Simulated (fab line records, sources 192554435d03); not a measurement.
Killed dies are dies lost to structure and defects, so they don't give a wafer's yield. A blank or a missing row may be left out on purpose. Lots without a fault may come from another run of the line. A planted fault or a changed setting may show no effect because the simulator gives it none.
A struck lot beside a sound one | flow n5_finfet | 16 steps out of a route of 1938
Sound: wafers L806.1, L806.4, L806.6. Struck: wafers L820.3, L820.5, L820.6. The cause comes at the end.
At each step with rows: each side's tool, then ch and its chambers, then its first start. Under that, the readings that differ: sound wafers | struck wafers | difference of the means | sigmas: that difference in standard deviations of wafers without a fault.
alike: readings whose means differ by less than 2 such deviations, and words and numbers that are the same on both sides. not compared: withheld readings, readings that some wafer has no value for, bounds like >300 that may hide the same value, and numbers for which the record gives no deviation and whose values overlap.
The two part at a step that has a row with sigmas, a row that says differs or no value, or rows on one side only. Numbers that don't overlap but have no deviation are shown without sigmas and don't part them. A reading that every wafer of one side lacks parts them only if that side has two wafers or more.

first, 2 steps without rows for these wafers: N5_DUMMY_GATE_STRIP_38 (strips in N2/H2); N5_DUMMY_GATE_STRIP_39 (strips in N2/H2).
N5_DUMMY_GATE_TRIM_49: chemistry O2, time 29 s, target cd 14 nm.
  sound on rie_si-06 ch 1,3, day 2 21:59; struck on rie_si-05 ch 0,1, day 6 11:49
  reading                     | sound       | struck      | difference | sigmas
  drypump_motor_current_A (A) | 5.5 5.5 5.5 | 6.4 6.1 6.5 | +0.8       | +2
  alike: oes_product_au, temp_c, throttle_valve_pct
  not compared: rf_hours_counter_h
then, 1 step without rows for these wafers: N5_DUMMY_GATE_STRIP_40 (strips in CF4).
N5_DUMMY_GATE_CD_MEAS_50: target cd 14 nm.
  sound on cd_sem-01, day 2 22:13; struck on cd_sem-02, day 6 11:58
  alike: cd_nm
N5_DUMMY_GATE_ETCH_31: etches SiO2 in C4F6/O2, target depth 82.5 nm, time 27.5 s.
  sound on rie_diel-04 ch 0,2,3, day 2 22:28; struck on rie_diel-04 ch 1,2,3, day 6 12:01
  alike: bias_w, drypump_motor_current_A, oes_ar_750_au, oes_product_au, rf_vpp_V, showerhead_plenum_p_Torr, throttle_valve_pct
  not compared: rf_hours_counter_h
then, 2 steps without rows for these wafers: N5_DUMMY_GATE_STRIP_41 (strips in O2); N5_DUMMY_GATE_HM_OPEN_21 (chemistry CH3F/O2, target SiNx, target depth 120 nm, time 171.4 s).
N5_DUMMY_GATE_ETCH_32: etches SiO2 in CF4, target depth 3.5 nm, time 3.9 s.
  sound on rie_si-04 ch 0,2,3, day 2 22:43; struck on rie_si-05 ch 0,1,2, day 6 12:15
  alike: bias_w, drypump_motor_current_A, oes_product_au, throttle_valve_pct
  not compared: rf_hours_counter_h
N5_DUMMY_GATE_ETCH_23: etches poly-Si in HBr/Cl2/O2, target depth 41 nm, time 22.3 s.
  sound on rie_si-04 ch 0,2,3, day 2 22:45; struck on rie_si-05 ch 0,1,2, day 6 12:17
  alike: bias_w, drypump_motor_current_A, oes_product_au, throttle_valve_pct
  not compared: rf_hours_counter_h
N5_DUMMY_GATE_ETCH_44: etches poly-Si in HBr/O2, stops on SiO2, target depth 127.5 nm.
  sound on rie_si-04 ch 0,2,3, day 2 22:49; struck on rie_si-05 ch 0,1,2, day 6 12:20
  alike: bias_w, drypump_motor_current_A, oes_product_au, throttle_valve_pct
  not compared: rf_hours_counter_h
N5_DUMMY_GATE_CD_MEAS_24: target cd 15 nm.
  sound on cd_sem-03, day 2 22:55; struck on cd_sem-03, day 6 12:28
  alike: cd_nm
N5_DUMMY_GATE_ETCH_42: etches SiO2 in CHF3/O2, target depth 3.5 nm, time 31 s.
  sound on rie_diel-05 ch 1,3, day 2 22:59; struck on rie_diel-05 ch 0,1,3, day 6 12:43
  reading                  | sound             | struck            | difference | sigmas
  bias_w (W)               | 11.96 11.93 12.01 | 9.63 9.61 9.56    | -2.37      | -74
  rf_vpp_V (V)             | 41.2 42.4 43.3    | 34.5 34.8 36.8    | -6.9       | -7
  model.etch.depth_nm (nm) | 3.562 3.459 3.531 | 3.323 3.433 3.423 | -0.124     |
  alike: drypump_motor_current_A, oes_ar_750_au, oes_product_au, showerhead_plenum_p_Torr, throttle_valve_pct
  not compared: rf_hours_counter_h
then, 1 step without rows for these wafers: N5_DUMMY_GATE_STRIP_48 (strips in N2/H2, time 20 s).
-- the record jumps here: 5 days lie between the struck wafers' starts before and after (it left off in module DUMMY_GATE and takes up again in module BEOL_M4, whose first step shown is number 1111 of the route) --
N5_BEOL_M4_RC_MEAS_101:
  sound on prober-01 ch 0, day 7 15:19; struck on prober-01 ch 0, day 11 14:00
  reading        | sound          | struck         | difference | sigmas
  IOFF_P (nA/um) | 0.20 0.19 0.20 | 0.27 0.32 0.30 | +0.10      | +3
  ION_P (uA/um)  | 452 453 453    | 476 476 472    | +22        | +3
  VT_P (mV)      | -253 -252 -255 | -244 -241 -242 | +11        | +3
  alike: DIBL_N, DIBL_P, IOFF_N, ION_N, SS_N, SS_P, VT_N
-- the record jumps here: 4 days lie between the struck wafers' starts before and after (it left off in module BEOL_M4 and takes up again in module PASSIVATION, whose first step shown is number 1936 of the route) --
N5_PASSIVATION_PROBE_49:
  sound on prober-01, day 11 21:31; struck on prober-02, day 15 17:16
  alike: defect_limited_yield, killed_at_M0_to_M3, killed_at_M4_up, killed_at_contacts, killed_at_front_end, killed_at_other, killed_dies, killed_open, killed_short, sort_bin_5_function, sort_bin_6_memory, sort_bin_8_speed, sort_n_pass, sort_yield_pct

WHERE THEY PART
First at N5_DUMMY_GATE_TRIM_49; last, within this record, at N5_BEOL_M4_RC_MEAS_101. Later steps at which nothing parts them and some readings are alike: N5_PASSIVATION_PROBE_49.

WHY: what the simulator had put in
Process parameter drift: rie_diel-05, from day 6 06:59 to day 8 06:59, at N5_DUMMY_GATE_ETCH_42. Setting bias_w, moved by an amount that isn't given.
